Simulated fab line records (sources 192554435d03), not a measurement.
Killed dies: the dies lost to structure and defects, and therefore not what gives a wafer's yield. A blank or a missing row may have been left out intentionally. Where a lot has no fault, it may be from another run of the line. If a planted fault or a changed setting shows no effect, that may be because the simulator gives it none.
fab line records + flow n5Finfet + part 2 of 2: steps 22 to 34 of 34
record
- lots=5
- wafers=15
- lastDay=19
route steps=1938 shown WELL_APT@50 PMOS_HMC_CHANNEL_EPI@57
lots that met no fault: taken from a fault-free run of the same line
startH: hours from the record's opening day to when the first of the lot's shown wafers began + waitH: time in hours since the lot's previous step + " as in the row above + L1.1+2: one row covering several wafers at once + - no value, or no start was given + * or withheld: withheld + < > ~ a bound
route shown NAME@n: names a module that has steps shown in the file, with the first one's number in the route + usual: mean/standard deviation taken from wafers without a fault + same: alike in all rows + chamber/n: place in a boat + sites: per-site readings + _std_site: the standard deviation of these + _edge_site: mean of outer sites minus mean of inner sites + radiusMm: for every site, how far away it sits from the centre of the wafer + mask NAME#n: copy n + behind: the most recent tool/chamber to have shaped the wafer + hold: why the lot was held/for how many hours/how that ended + device: which transistor (n, p or np) failed to switch + end of line: the same wafers' tests at the end of the route + a step given without rows: its recipe and nothing more + killed: not the wafer's yield, but the dies lost to structure and defects at the first sort + map: a wafer's dies, marking killed ones x, the rest . and places with no die _
set.NAME: the setting that was run; set.NAME@STEP: the one run at that earlier step + model.NAME: the simulator's own value behind a step, which no gauge read
a table for each step, a row for each wafer; lots at some steps of the route
services: from which hour (startH, from the record's first day; less than 0 if before it) a tool's chamber was out of use, for how many hours, and why
## steps
# step N5_PMOS_HMC_CHANNEL_EPI_STRIP_33
# recipe
- chemistry=N2/H2
- powerW=500
- tempC=40
- pressureMtorr=50
- rfFrequencyHz=6e+07
- overashFraction=0.3
- biasPowerW=8
- h2Frac=0.5
- n2FlowSccm=300
- h2FlowSccm=300
# usual
- drypumpMotorCurrentA=5.7/0.43
- oesProductAu=0.77/0.085
- rfVppV=54.3/1.7
- showerheadPlenumPTorr=3.35/0.11
- throttleValvePct=18.98/0.29
| lot.wafer | tool       | chamber | startH | waitH | drypumpMotorCurrentA | oesProductAu | rfHoursCounterH | rfVppV | showerheadPlenumPTorr | throttleValvePct |
|-----------|------------|---------|--------|-------|----------------------|--------------|-----------------|--------|-----------------------|------------------|
| L078.2    | rieDiel-06 | 3       | 42.60  | 0.0   | 5.4                  | 0.73         | 166             | 53.1   | 3.36                  | 18.97            |
| L078.3    | "          | 0       | "      | "     | 5.2                  | 0.69         | 229             | 54.8   | 3.31                  | 18.94            |
| L078.5    | "          | 0       | "      | "     | 5.2                  | 0.68         | -               | 52.8   | 3.31                  | 18.91            |
| L083.1    | rieDiel-02 | 3       | 71.68  | 0.0   | 5.8                  | 0.83         | 57              | 52.6   | 3.28                  | 19.01            |
| L083.2    | "          | 1       | "      | "     | 6.4                  | 0.70         | 245             | 53.6   | 3.44                  | 19.32            |
| L083.6    | "          | 3       | "      | "     | 5.8                  | 0.84         | -               | 55.5   | 3.28                  | 18.96            |
| L087.2    | rieDiel-03 | 3       | 95.42  | 0.0   | 5.5                  | 0.67         | 245             | 55.3   | 3.18                  | 18.92            |
| L087.3    | "          | 2       | "      | "     | 5.3                  | 0.73         | 210             | 50.6   | 3.19                  | 19.05            |
| L087.5    | "          | 0       | "      | "     | 4.8                  | 0.91         | -               | 54.6   | 3.30                  | 18.46            |
| L090.1    | rieDiel-06 | 2       | 114.06 | 0.0   | 6.5                  | 0.75         | 147             | 54.3   | 3.22                  | 18.58            |
| L090.4    | "          | 0       | "      | "     | 5.2                  | 0.69         | 248             | 56.8   | 3.30                  | 18.95            |
| L090.5    | "          | 0       | "      | "     | 5.2                  | 0.68         | -               | 52.8   | 3.30                  | 18.97            |
| L095.1    | rieDiel-03 | 3       | 144.52 | 0.0   | 5.5                  | 0.95         | 4               | 54.8   | 3.58                  | 18.53            |
| L095.2    | "          | 2       | "      | "     | 5.4                  | 0.71         | 227             | 55.0   | 3.18                  | 19.10            |
| L095.3    | "          | 1       | "      | "     | 6.0                  | 0.72         | 210             | 55.0   | 3.46                  | 19.51            |
# step N5_PMOS_HMC_CHANNEL_EPI_STRIP_17
# recipe
- chemistry=SPM
- timeS=750
- tempC=130
- h2so4H2o2VolRatio=4
- dry=ipaMarangoni
| lot.wafer  | tool        | chamber | startH | waitH |
|------------|-------------|---------|--------|-------|
| L078.2+3+5 | wetBench-06 | 7,0,6   | 42.67  | -     |
| L083.1+2+6 | wetBench-02 | 1,0,6   | 71.74  | -     |
| L087.2+3+5 | wetBench-02 | 0,1,4   | 95.49  | -     |
| L090.1+4+5 | wetBench-06 | 3,2,4   | 114.13 | -     |
| L095.1+2+3 | wetBench-02 | 3,5,4   | 144.59 | -     |
# step N5_PMOS_HMC_CHANNEL_EPI_ETCH_38
# recipe
- chemistry=CF4
- target=SiO2
- targetDepthA=15
- ionEnergyEv=350
- pressureMtorr=10
- icpW=800
- biasW=400
- cf4FlowSccm=80
# usual
- drypumpMotorCurrentA=5.8/0.41
- oesProductAu=1.001/0.023
- throttleValvePct=21.70/0.27
| lot.wafer | tool     | chamber | startH | waitH | drypumpMotorCurrentA | oesProductAu | rfHoursCounterH | throttleValvePct |
|-----------|----------|---------|--------|-------|----------------------|--------------|-----------------|------------------|
| L078.2    | rieSi-01 | 3       | 43.11  | 0.0   | 5.9                  | 0.994        | 18              | 21.77            |
| L078.3    | "        | 0       | "      | "     | 6.2                  | 1.032        | 35              | 21.92            |
| L078.5    | "        | 0       | "      | "     | 6.2                  | 1.033        | -               | 21.91            |
| L083.1    | rieSi-06 | 1       | 71.98  | 0.0   | 5.7                  | 1.026        | 178             | 21.89            |
| L083.2    | "        | 0       | "      | "     | 5.8                  | 0.964        | 11              | 21.41            |
| L083.6    | "        | 2       | "      | "     | 5.0                  | 1.018        | -               | 21.42            |
| L087.2    | rieSi-01 | 2       | 95.73  | 0.0   | 6.4                  | 0.997        | 4               | 21.49            |
| L087.3    | "        | 1       | "      | "     | 6.1                  | 0.989        | 6               | 21.46            |
| L087.5    | "        | 0       | "      | "     | 6.2                  | 1.035        | -               | 21.92            |
| L090.1    | rieSi-01 | 0       | 114.38 | 0.0   | 6.2                  | 1.032        | 36              | 21.90            |
| L090.4    | "        | 3       | "      | "     | 5.8                  | 0.987        | 19              | 21.78            |
| L090.5    | "        | 1       | "      | "     | 6.1                  | 0.987        | -               | 21.45            |
| L095.1    | rieSi-06 | 2       | 144.85 | 0.0   | 5.0                  | 1.028        | 158             | 21.42            |
| L095.2    | "        | 3       | "      | "     | 6.0                  | 0.974        | 182             | 22.18            |
| L095.3    | "        | 1       | "      | "     | 5.7                  | 1.017        | 180             | 21.89            |
# step N5_PMOS_HMC_CHANNEL_EPI_FIN_RECESS_16
# recipe
- chemistry=HBr/Cl2
- target=Si
- maskMaterial=SiO2
- targetDepthA=540
- timeS=18
- pressureMtorr=10
- icpW=800
- biasW=75
- HBr_flow_sccm=150
- Cl2_flow_sccm=80
# usual
- drypumpMotorCurrentA=5.8/0.41
- oesProductAu=1.000/0.022
- throttleValvePct=35.4/0.31
| lot.wafer | tool     | chamber | startH | waitH | drypumpMotorCurrentA | oesProductAu | rfHoursCounterH | throttleValvePct |
|-----------|----------|---------|--------|-------|----------------------|--------------|-----------------|------------------|
| L078.2    | rieSi-01 | 3       | 43.13  | 0.0   | 5.9                  | 0.995        | 18              | 35.4             |
| L078.3    | "        | 0       | "      | "     | 6.2                  | 1.036        | 35              | 35.8             |
| L078.5    | "        | 0       | "      | "     | 6.2                  | 1.040        | -               | 35.8             |
| L083.1    | rieSi-06 | 1       | 72.00  | 0.0   | 5.7                  | 1.026        | 178             | 35.6             |
| L083.2    | "        | 0       | "      | "     | 5.9                  | 0.979        | 11              | 35.3             |
| L083.6    | "        | 2       | "      | "     | 5.0                  | 1.017        | -               | 35.0             |
| L087.2    | rieSi-01 | 2       | 95.75  | 0.0   | 6.5                  | 0.988        | 4               | 35.2             |
| L087.3    | "        | 1       | "      | "     | 6.1                  | 0.978        | 6               | 35.1             |
| L087.5    | "        | 0       | "      | "     | 6.2                  | 1.026        | -               | 35.8             |
| L090.1    | rieSi-01 | 0       | 114.40 | 0.0   | 6.2                  | 1.035        | 36              | 35.8             |
| L090.4    | "        | 3       | "      | "     | 5.9                  | 0.989        | 19              | 35.4             |
| L090.5    | "        | 1       | "      | "     | 6.1                  | 0.981        | -               | 35.1             |
| L095.1    | rieSi-06 | 2       | 144.87 | 0.0   | 5.0                  | 1.019        | 158             | 35.0             |
| L095.2    | "        | 3       | "      | "     | 6.0                  | 0.974        | 182             | 35.8             |
| L095.3    | "        | 1       | "      | "     | 5.7                  | 1.026        | 180             | 35.6             |
# step N5_PMOS_HMC_CHANNEL_EPI_PRECLEAN_36
# recipe
- chemistry=O3/DIW
- timeS=45
- tempC=22
- o3Ppm=10
| lot.wafer  | tool        | chamber | startH | waitH |
|------------|-------------|---------|--------|-------|
| L078.2+3+5 | wetBench-01 | 6,7,0   | 43.23  | 0.1   |
| L083.1+2+6 | wetBench-01 | 5,6,0   | 72.10  | 0.1   |
| L087.2+3+5 | wetBench-06 | 6,7,4   | 95.85  | 0.1   |
| L090.1+4+5 | wetBench-06 | 6,1,0   | 114.50 | 0.1   |
| L095.1+2+3 | wetBench-01 | 0,4,1   | 144.96 | 0.1   |
# step N5_PMOS_HMC_CHANNEL_EPI_PRECLEAN_18
# recipe
- chemistry=DHF
- timeS=30
- tempC=25
- dilution=withheld
| lot.wafer  | tool        | chamber | startH | waitH |
|------------|-------------|---------|--------|-------|
| L078.2+3+5 | wetBench-01 | 6,7,0   | 43.24  | 0.0   |
| L083.1+2+6 | wetBench-01 | 5,6,0   | 72.12  | 0.0   |
| L087.2+3+5 | wetBench-06 | 6,7,4   | 95.86  | 0.0   |
| L090.1+4+5 | wetBench-06 | 6,1,0   | 114.52 | 0.0   |
| L095.1+2+3 | wetBench-01 | 0,4,1   | 144.98 | 0.0   |
# step N5_PMOS_HMC_CHANNEL_EPI_SRD_19
# recipe
- dry=ipaMarangoni
- doPpb=5
- timeS=30
- tempC=23
- rinseLiquid=diw
| lot.wafer  | tool        | chamber | startH | waitH |
|------------|-------------|---------|--------|-------|
| L078.2+3+5 | wetBench-01 | 6,7,0   | 43.25  | 0.0   |
| L083.1+2+6 | wetBench-01 | 5,6,0   | 72.13  | 0.0   |
| L087.2+3+5 | wetBench-06 | 6,7,4   | 95.87  | 0.0   |
| L090.1+4+5 | wetBench-06 | 6,1,0   | 114.53 | 0.0   |
| L095.1+2+3 | wetBench-01 | 0,4,1   | 144.99 | 0.0   |
# step N5_PMOS_HMC_CHANNEL_EPI_EPI_20
# recipe
- material=SiGe30
- maskMaterial=SiO2
- pressureTorr=20
- targetThkA=590
- tempC=600
# usual
- susceptorTempC=600.01/0.3
| lot.wafer | tool        | chamber | startH | waitH | susceptorTempC |
|-----------|-------------|---------|--------|-------|----------------|
| L078.2    | epiRpcvd-04 | 0       | 43.50  | 0.2   | 599.71         |
| L078.3    | "           | 0       | "      | "     | 600.10         |
| L078.5    | "           | 0       | "      | "     | 599.48         |
| L083.1    | epiRpcvd-04 | 0       | 72.18  | 0.0   | 599.68         |
| L083.2    | "           | 0       | "      | "     | 599.60         |
| L083.6    | "           | 0       | "      | "     | 599.74         |
| L087.2    | epiRpcvd-03 | 0       | 96.19  | 0.3   | 599.80         |
| L087.3    | "           | 0       | "      | "     | 599.89         |
| L087.5    | "           | 0       | "      | "     | 600.24         |
| L090.1    | epiRpcvd-04 | 0       | 114.58 | 0.0   | 599.67         |
| L090.4    | "           | 0       | "      | "     | 599.73         |
| L090.5    | "           | 0       | "      | "     | 599.99         |
| L095.1    | epiRpcvd-04 | 0       | 145.04 | 0.0   | 600.16         |
| L095.2    | "           | 0       | "      | "     | 600.40         |
| L095.3    | "           | 0       | "      | "     | 600.45         |
# step N5_PMOS_HMC_CHANNEL_EPI_HM_STRIP_35
# recipe
- chemistry=dHF
- tempC=25
- material=SiO2
- target=SiO2
- targetDepthA=396
- timeS=216
| lot.wafer  | tool        | chamber | startH | waitH |
|------------|-------------|---------|--------|-------|
| L078.2+3+5 | wetBench-02 | 1,5,3   | 44.53  | 0.8   |
| L083.1+2+6 | wetBench-06 | 4,2,6   | 73.43  | 1.1   |
| L087.2+3+5 | wetBench-06 | 5,3,2   | 97.55  | 1.1   |
| L090.1+4+5 | wetBench-01 | 7,3,4   | 115.82 | 1.0   |
| L095.1+2+3 | wetBench-01 | 2,6,3   | 146.27 | 1.0   |
# step N5_PMOS_HMC_CHANNEL_EPI_SRD_39
# recipe
- dry=ipaMarangoni
- timeS=30
- tempC=23
- rinseLiquid=diw
| lot.wafer  | tool        | chamber | startH | waitH |
|------------|-------------|---------|--------|-------|
| L078.2+3+5 | wetBench-02 | 1,5,3   | 44.60  | 0.0   |
| L083.1+2+6 | wetBench-06 | 4,2,6   | 73.49  | 0.0   |
| L087.2+3+5 | wetBench-06 | 5,3,2   | 97.62  | 0.0   |
| L090.1+4+5 | wetBench-01 | 7,3,4   | 115.88 | 0.0   |
| L095.1+2+3 | wetBench-01 | 2,6,3   | 146.33 | 0.0   |
# step N5_PMOS_HMC_CHANNEL_EPI_CMP_21
# recipe
- material=SiGe30
- postCmpClean=alkalineBrush
- targetThkNm=54
# usual
- motorCurrentA=11.9/1.3
| lot.wafer | tool   | chamber | startH | waitH | motorCurrentA |
|-----------|--------|---------|--------|-------|---------------|
| L078.3    | cmp-04 | 3       | 44.67  | 0.1   | 12.7          |
| L078.2    | "      | 1       | "      | "     | 10.5          |
| L078.5    | "      | 2       | "      | "     | 12.6          |
| L083.2    | cmp-03 | 1       | 73.57  | 0.1   | 10.8          |
| L083.1    | "      | 3       | "      | "     | 11.5          |
| L083.6    | "      | 1       | "      | "     | 11.4          |
| L087.2    | cmp-03 | 3       | 97.66  | 0.0   | 11.7          |
| L087.3    | "      | 2       | "      | "     | 15.1          |
| L087.5    | "      | 3       | "      | "     | 12.2          |
| L090.1    | cmp-04 | 0       | 116.00 | 0.1   | 13.5          |
| L090.4    | "      | 1       | "      | "     | 10.8          |
| L090.5    | "      | 2       | "      | "     | 12.1          |
| L095.1    | cmp-04 | 3       | 146.37 | 0.0   | 12.8          |
| L095.2    | "      | 0       | "      | "     | 14.0          |
| L095.3    | "      | 2       | "      | "     | 11.9          |
# step N5_PMOS_HMC_CHANNEL_EPI_THK_MEAS_22
# recipe
- reads=SiGe30_of_PMOS_HMC_CHANNEL_EPI_EPI_20
# usual
- HMC_CMP_THK=53.9/0.75
| lot.wafer | tool         | chamber | startH | waitH | HMC_CMP_THK[nm] |
|-----------|--------------|---------|--------|-------|-----------------|
| L078.2    | filmMetro-01 | -       | 44.93  | -     | 53.5            |
| L078.3    | "            | -       | "      | "     | 55.1            |
| L078.5    | "            | -       | "      | "     | 55.1            |
| L083.1    | filmMetro-02 | -       | 73.83  | -     | 53.8            |
| L083.2    | "            | -       | "      | "     | 53.0            |
| L083.6    | "            | -       | "      | "     | 55.2            |
| L087.2    | filmMetro-01 | -       | 97.95  | -     | 54.0            |
| L087.3    | "            | -       | "      | "     | 54.5            |
| L087.5    | "            | -       | "      | "     | 54.4            |
| L090.1    | filmMetro-02 | -       | 116.22 | -     | 54.8            |
| L090.4    | "            | -       | "      | "     | 53.4            |
| L090.5    | "            | -       | "      | "     | 55.0            |
| L095.1    | filmMetro-01 | -       | 146.67 | -     | 54.8            |
| L095.2    | "            | -       | "      | "     | 53.4            |
| L095.3    | "            | -       | "      | "     | 54.4            |
# step N5_PMOS_HMC_CHANNEL_EPI_PRECLEAN_40
# recipe
- chemistry=DHF
- timeS=30
- tempC=25
- dilution=withheld
| lot.wafer  | tool        | chamber | startH | waitH |
|------------|-------------|---------|--------|-------|
| L078.2+3+5 | wetBench-01 | 4,5,6   | 44.96  | 0.0   |
| L083.1+2+6 | wetBench-06 | 2,4,6   | 73.86  | 0.0   |
| L087.2+3+5 | wetBench-02 | 0,5,6   | 97.98  | 0.0   |
| L090.1+4+5 | wetBench-06 | 7,6,5   | 116.25 | 0.0   |
| L095.1+2+3 | wetBench-06 | 2,0,7   | 146.69 | 0.0   |
## services
| tool           | chamber | startH | hours | kind   |
|----------------|---------|--------|-------|--------|
| rieDiel-03     | 0       | 17.61  | 9.8   | repair |
| rieDiel-06     | -       | 23.74  | 1.3   | repair |
| wetBench-02    | -       | 27.44  | 4.3   | repair |
| rieSi-01       | 1       | 27.90  | 2.2   | repair |
| pecvd-02       | 2       | 28.41  | 9.7   | repair |
| rieDiel-06     | 0       | 28.99  | 6.7   | repair |
| epiRpcvd-03    | -       | 33.20  | 6.0   | pm     |
| arfiScanner-03 | -       | 43.54  | 2.5   | repair |
| arfiScanner-03 | -       | 53.71  | 1.3   | pm     |
| pecvd-04       | -       | 54.74  | 2.2   | repair |
| pecvd-02       | -       | 57.39  | 1.4   | repair |
| rieSi-06       | 1       | 78.48  | 1.5   | repair |
| rieSi-01       | -       | 88.11  | 0.8   | repair |
| arfiScanner-03 | -       | 88.74  | 0.6   | repair |
| rieDiel-03     | 1       | 92.93  | 14.9  | repair |
| epiRpcvd-03    | -       | 100.86 | 2.8   | pm     |
| cmp-04         | -       | 113.89 | 0.6   | repair |
| epiRpcvd-04    | -       | 116.76 | 7.7   | repair |
| arfiScanner-03 | -       | 124.27 | 3.9   | pm     |
| rieDiel-06     | 2       | 125.76 | 11.1  | repair |
| cmp-04         | -       | 131.11 | 6.7   | pm     |
| arfiScanner-03 | -       | 139.15 | 0.8   | pm     |
| arfiScanner-03 | -       | 144.44 | 1.0   | pm     |
| rieDiel-03     | 1       | 145.19 | 1.6   | repair |
